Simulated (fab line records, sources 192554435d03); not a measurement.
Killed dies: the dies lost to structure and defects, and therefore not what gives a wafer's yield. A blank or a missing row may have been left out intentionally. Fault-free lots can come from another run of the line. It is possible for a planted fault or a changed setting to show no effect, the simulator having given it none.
Comparing a struck lot with a sound one | flow n5-finfet | 18 out of 1938 route steps
Sound: the wafers L328.1, L328.4, L328.5. Struck: wafer L333.4. (L333.2, L333.5 of the same lot were not struck and are left out.) The cause comes at the end.
At each step with rows: each side's tool, then ch and its chambers, then its first start. Under that, the readings that differ: sound wafers | struck wafers | difference of the means | sigmas: that difference in standard deviations of wafers without a fault.
alike: readings whose means differ by less than 2 such deviations, and words and numbers that are the same on both sides. not compared: withheld readings, readings that some wafer has no value for, bounds like >300 that may hide the same value, and numbers for which the record gives no deviation and whose values overlap.
A row with sigmas, a row that says differs or no value, or rows on one side alone: a step with any of these is where the two part. When numbers do not overlap yet have no deviation, they are printed without sigmas and do not part them. A reading missing from all wafers of one side parts the sides only when that side holds two or more wafers.

N5_BEOL_M12_ETCH_68: etches SOC in N2/H2, time 285 s.
  sound on rie-diel-05 ch 1,2,3, day 11 12:45; struck on rie-diel-01 ch 2, day 12 16:43
  alike: drypump-motor-current-A, oes-product-au, rf-vpp-V, showerhead-plenum-p-Torr, throttle-valve-pct
  not compared: rf-hours-counter-h
then, 3 steps without rows for these wafers: N5_BEOL_M12_STRIP_69 (strips in N2/H2); N5_BEOL_M12_TRENCH_ETCH_34 (etches SiOC in C4F8/O2/Ar, target depth 318.95 nm, time 125.5 s); N5_BEOL_M12_STRIP_70 (strips in C4F8/O2/Ar).
N5_BEOL_M12_OCD_MEAS_35:
  sound: ocd-02 at day 11 13:05; struck: ocd-01 at day 12 17:03
  alike: trench-depth-nm
N5_BEOL_M12_STRIP_37: strips in N2/H2.
  sound on plasma-asher-02 ch 0,1, day 11 13:07; struck on plasma-asher-02 ch 0, day 12 17:05
  reading               | sound             | struck | difference | sigmas
  oes-product-au (a.u.) | 0.770 0.779 0.790 | 0.810  | +0.030     | +3
  alike: drypump-motor-current-A, heater-power-w
  not compared: rf-hours-counter-h
then, 3 steps without rows for these wafers: N5_BEOL_M12_ETCH_38 (etches SiCN in CF4/N2, target depth 68.7 nm, time 73.4 s); N5_BEOL_M12_PRECLEAN_39 (cleans in residue remover, time 60 s); N5_BEOL_M12_SRD_40 (time 30 s, dry time 30 s).
N5_BEOL_M12_DEGAS_41: time 60 s.
  sound: pvd-sputter-02 at day 11 14:14; struck: pvd-sputter-02 at day 12 19:27
  reading            | sound       | struck | difference | sigmas
  heater-power-w (W) | 261 328 323 | 402    | +98        | +3
then, 1 step without rows for these wafers: N5_BEOL_M12_PRE_CLEAN_42 (time 30 s).
N5_BEOL_M12_SPUTTER_43: material TaN, target thk 15 nm, time 24.19 s.
  sound: pvd-sputter-02 at day 11 14:19; struck: pvd-sputter-02 at day 12 19:32
  alike: throttle-valve-pct
N5_BEOL_M12_SPUTTER_44: material Ta, target thk 10 nm, time 16.13 s.
  sound: pvd-sputter-02 at day 11 14:23; struck: pvd-sputter-02 at day 12 19:37
  reading                                     | sound     | struck | difference | sigmas
  model.Ta_of_BEOL_M12_SPUTTER_44.thk-nm (nm) | 10 9.8 10 | 17.4   | +7.5       |
  alike: throttle-valve-pct
N5_BEOL_M12_SPUTTER_45: material Cu, target thk 80 nm, time 13.33 s.
  sound: pvd-sputter-02 at day 11 14:28; struck: pvd-sputter-02 at day 12 19:41
  alike: throttle-valve-pct
then, 2 steps without rows for these wafers: N5_BEOL_M12_ECD_47 (material Cu, target thk 720 nm); N5_BEOL_M12_ANNEAL_48 (time 90 s).
N5_BEOL_M12_CMP_49: polishes, stops on SiOC, t overpolish 20.6 s, target thk 320 nm.
  sound on cmp-03 ch 2,3, day 11 15:02; struck on cmp-02 ch 1, day 12 20:15
  reading                      | sound          | struck | difference | sigmas
  barrier-field-endpoint-s (s) | 29.8 29.4 29.8 | 40.2   | +10.5      | +13
  alike: motor-current-A
  not compared: pad-life-wafers, model.Cu_of_BEOL_M12_ECD_47.thk-nm
N5_BEOL_M12_THK_MEAS_50: measures by xrf.
  sound: film-metro-01 at day 11 15:19; struck: film-metro-02 at day 12 20:32
  alike: M12_THK

## WHERE THEY PART
Last at N5_BEOL_M12_CMP_49 as far as this record goes, first at N5_BEOL_M12_STRIP_37. Later steps at which nothing parts them and some readings are alike: N5_BEOL_M12_THK_MEAS_50.

WHY: the cause the simulator had injected
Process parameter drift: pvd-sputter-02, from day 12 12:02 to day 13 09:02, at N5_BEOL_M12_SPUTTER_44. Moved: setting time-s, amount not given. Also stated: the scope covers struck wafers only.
